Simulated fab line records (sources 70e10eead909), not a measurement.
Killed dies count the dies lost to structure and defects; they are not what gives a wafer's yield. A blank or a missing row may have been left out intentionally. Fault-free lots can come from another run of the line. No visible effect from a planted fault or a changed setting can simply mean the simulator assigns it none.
8D (eight disciplines) problem report, filled in by code + flow nandHarc + the parts of the form that need people (team, actions taken, sign-off) are left out

== 1. THE PROBLEM ==
killedAtOther at NHARC_END_SORT_01 reads a mean of 657.0 on 1 wafer of 1 lot; wafers without a fault read 0.5 with a standard deviation of 0.8. So: +99 or more standard deviations from the usual mean.
The first sign was on wafer L386.6 at day 22 06:08, on prober-01. The record holds 3 wafers of 1 lot with a number at this step. Rule for "out", or "out of limits": more than 4 standard deviations from the usual mean. Any other wafer with a number is counted as sound.

== 2. WHAT THIS IS AND IS NOT ==
| question                    | is                                                                                                      | is not                                                                        |
|-----------------------------|---------------------------------------------------------------------------------------------------------|-------------------------------------------------------------------------------|
| which readings at this step | killedAtOther, defectLimitedYield, killedDies, sort_bin_3_pct, sortNPass, sortRimYieldPct, sortYieldPct | killedAtArray, killedAtPeriphery, killedShort, sort_bin_2_pct, sort_bin_4_pct |
| which lots                  | L386                                                                                                    | -                                                                             |
| which wafers of those lots  | L386.6                                                                                                  | L386.2, L386.3                                                                |
| read on which gauges        | prober-01                                                                                               | -                                                                             |
| when                        | from day 22 06:08                                                                                       | up to then (2 sound wafers)                                                   |

== 3. SUSPECTS, AND WHAT RULES EACH OUT ==
Counting: any tool at a process step up to the reading remains a suspect provided it ran every lot that is out. Sound lots after the first of them don't rule it out here, since some wafers of a struck lot are sound.
- ruled out: the gauge at NHARC_END_SORT_01. All the wafers that are out were read on prober-01, but those of them that NHARC_THIN_TSV_ETCH_59 has rows for are out there too, on other tools.
- rieDiel-09 at NHARC_A_BONDPAD_DESCUM_11 (chemistry O2, time 3 s): kept. It ran the lot that is out, L386 (day 20 19:11).
- rieMetal-03 at NHARC_THIN_TSV_ETCH_59 (etches the open film in Cl2/BCl3, target depth 880 nm, time 138.1 s): kept. It ran the lot that is out, L386 (day 21 15:06). On those wafers its own readings are out: oesProductAu.
- rieDiel-09, NHARC_A_BONDPAD_DESCUM_11: wafers that are out in chamber 0, sound lot-mates in chambers 1, 3.
What counting leaves: rieDiel-09 at NHARC_A_BONDPAD_DESCUM_11 and rieMetal-03 at NHARC_THIN_TSV_ETCH_59.

== 4. THE CAUSE (what the simulator had put in) ==
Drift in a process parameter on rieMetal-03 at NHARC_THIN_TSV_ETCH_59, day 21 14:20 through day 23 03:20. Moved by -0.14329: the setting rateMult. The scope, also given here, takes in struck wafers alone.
2 suspects survive the count, and this tool is in that group.

== 5. THE EFFECT CHAIN, in route order ==
Each row: a reading whose mean over the struck wafers that have a number lies more than 3 standard deviations from the usual. Only readings whose record carries a usual standard deviation are examined. hours: median over the lots of the time between each lot's start at the first step of this table that gives one and its start at this step. sigmas: the change, counted in usual standard deviations.
| hours | step                   | reading            | usual      | on struck wafers | change | sigmas      |
|-------|------------------------|--------------------|------------|------------------|--------|-------------|
| 0     | NHARC_THIN_TSV_ETCH_59 | oesProductAu       | 1.008 a.u. | 0.918            | -0.090 | -9.7        |
| 15    | NHARC_END_SORT_01      | defectLimitedYield | 95.1 %     | 0.0              | -95.1  | -53         |
| 15    | NHARC_END_SORT_01      | killedAtOther      | 0.5        | 657.0            | +656.5 | +99 or more |
| 15    | NHARC_END_SORT_01      | killedDies         | 33         | 677              | +644   | +54         |
| 15    | NHARC_END_SORT_01      | sort_bin_3_pct     | 0.24 %     | 97.19            | +96.95 | +99 or more |
| 15    | NHARC_END_SORT_01      | sortNPass          | 644        | 0                | -644   | -54         |
| 15    | NHARC_END_SORT_01      | sortRimYieldPct    | 97.5 %     | 0.0              | -97.5  | -51         |
| 15    | NHARC_END_SORT_01      | sortYieldPct       | 95.1 %     | 0.0              | -95.1  | -53         |
Process steps it contains:
- NHARC_THIN_TSV_ETCH_59: etches the open film in Cl2/BCl3, target depth 880 nm, time 138.1 s.

== 6. WHAT WOULD HAVE CAUGHT IT SOONER ==
Counted from the fault's start at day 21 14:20, it took 16 hours until the first out-of-limits reading at a measuring or inspecting step in this record, taken at day 22 06:08.
The tool's own readings at NHARC_THIN_TSV_ETCH_59 were out on every struck wafer that the step has a row for (oesProductAu): an alarm limit on them would have fired on the first of those.
Each of the lots that are out, 1 in all, had begun NHARC_THIN_TSV_ETCH_59 on rieMetal-03 no later than day 22 06:08. None of them would have been spared by holding the tool at that moment.
